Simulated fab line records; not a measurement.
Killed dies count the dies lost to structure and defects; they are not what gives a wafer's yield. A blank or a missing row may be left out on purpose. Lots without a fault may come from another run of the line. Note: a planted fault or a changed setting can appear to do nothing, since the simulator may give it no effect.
A lot that was struck, set against a sound lot / flow nand_harc / 15 out of 1302 route steps
Sound: the wafers L850.1, L850.2, L850.4. Struck: wafer L852.3 (L852.1, L852.6, from the same lot, were not struck and are left out); the cause is given at the end.
Order at every step that has rows: each side's tool, ch and its chambers, its first start. Under that, the readings that differ: sound wafers / struck wafers / difference of the means / sigmas: that difference in standard deviations of wafers without a fault.
alike: same words and numbers on both sides, and readings whose means sit less than 2 such deviations apart. not compared: any withheld reading, any reading some wafer has no value for, any bound like >300 that may hide the same value, and any number with overlapping values for which the record gives no deviation.
Wherever a step has rows on one side only, a row that says differs or no value, or a row with sigmas, the two part there. Non-overlapping numbers with no deviation appear without sigmas and do not part them. A reading that every wafer of one side lacks parts them only if that side has two wafers or more.

first, 9 steps without rows for these wafers: NHARC_THIN_TSV_PVD_24 (deposits Al, target thk 800 nm); NHARC_THIN_TSV_DEHYDRATE_25 (time 120 s); NHARC_THIN_TSV_HMDS_26 (time 30 s); NHARC_THIN_TSV_COAT_27; NHARC_THIN_TSV_SOFTBAKE_28 (time 95 s); NHARC_THIN_TSV_EBR_29; NHARC_THIN_TSV_EXPOSE_30 (exposes mask PAD); NHARC_THIN_TSV_PEB_31 (peb time 85 s); NHARC_THIN_TSV_DEVELOP_32 (time 70 s).
NHARC_THIN_TSV_CD_MEAS_33: target cd 5000 nm.
  sound on cd_sem-02 ch 0, day 25 17:39; struck on cd_sem-01 ch 0, day 27 16:30
  alike: cd_nm
then, 1 step without rows for these wafers: NHARC_THIN_TSV_HARDBAKE_34 (time 80 s).
NHARC_THIN_TSV_DESCUM_35: chemistry O2, time 3 s.
  sound on rie_diel-10 ch 0,1,2, day 25 17:49; struck on rie_diel-07 ch 0, day 27 16:40
reading=rf_hours_counter_h (h); sound=6.3 7.6 6.3; struck=9.2; difference=+2.5; sigmas=
  alike: drypump_motor_current_A, o2_flow_sccm, oes_product_au, rf_vpp_V, showerhead_plenum_p_Torr, throttle_valve_pct
NHARC_THIN_TSV_ETCH_59: etches the open film in Cl2/BCl3, target depth 880 nm, time 138.1 s.
  sound on rie_metal-02 ch 0,1, day 25 17:56; struck on rie_metal-02 ch 0, day 27 16:50
reading=oes_product_au (a.u.); sound=0.991 1.000 0.992; struck=0.920; difference=-0.074; sigmas=-7
  alike: drypump_motor_current_A, he_backside_leak_sccm, throttle_valve_pct
  not compared: rf_hours_counter_h
NHARC_THIN_TSV_ETCH_36: etches the open film in Cl2/BCl3, target depth 65 nm, time 18.571 s.
  sound on rie_metal-02 ch 0,1, day 25 18:12; struck on rie_metal-02 ch 1, day 27 17:03
reading=oes_product_au (a.u.); sound=0.990 0.983 0.988; struck=1.017; difference=+0.030; sigmas=+3
  alike: drypump_motor_current_A, he_backside_leak_sccm
  not compared: rf_hours_counter_h
NHARC_END_SORT_01:
  sound on prober-02 ch 0, day 26 02:40; struck on prober-02 ch 0, day 28 03:11
reading=defect_limited_yield (%); sound=89.5 90.7 87.7; struck=0.1; difference=-89.2; sigmas=-32
reading=killed_at_other; sound=1 0 0; struck=595; difference=+595; sigmas=+99 or more
reading=killed_dies; sound=71 63 83; struck=676; difference=+604; sigmas=+32
reading=killed_open; sound=0 3 0; struck=6; difference=+5; sigmas=+3
reading=killed_short; sound=3 3 3; struck=7; difference=+4; sigmas=+2
reading=sort_bin_3_pct (%); sound=0.9 0.9 1.3; struck=88.5; difference=+87.5; sigmas=+99 or more
reading=sort_n_pass; sound=606 614 594; struck=1; difference=-604; sigmas=-32
reading=sort_rim_yield_pct (%); sound=89 85 85; struck=0; difference=-86; sigmas=-18
reading=sort_yield_pct (%); sound=89.5 90.7 87.7; struck=0.1; difference=-89.2; sigmas=-32
  alike: killed_at_array, killed_at_periphery, sort_bin_2_pct, sort_bin_4_pct

== WHERE THEY PART ==
At NHARC_THIN_TSV_ETCH_59 first; at NHARC_END_SORT_01 last (within this record only).

WHY: what had been put in by the simulator
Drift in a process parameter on rie_metal-02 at NHARC_THIN_TSV_ETCH_59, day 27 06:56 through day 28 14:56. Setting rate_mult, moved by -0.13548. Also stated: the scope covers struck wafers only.
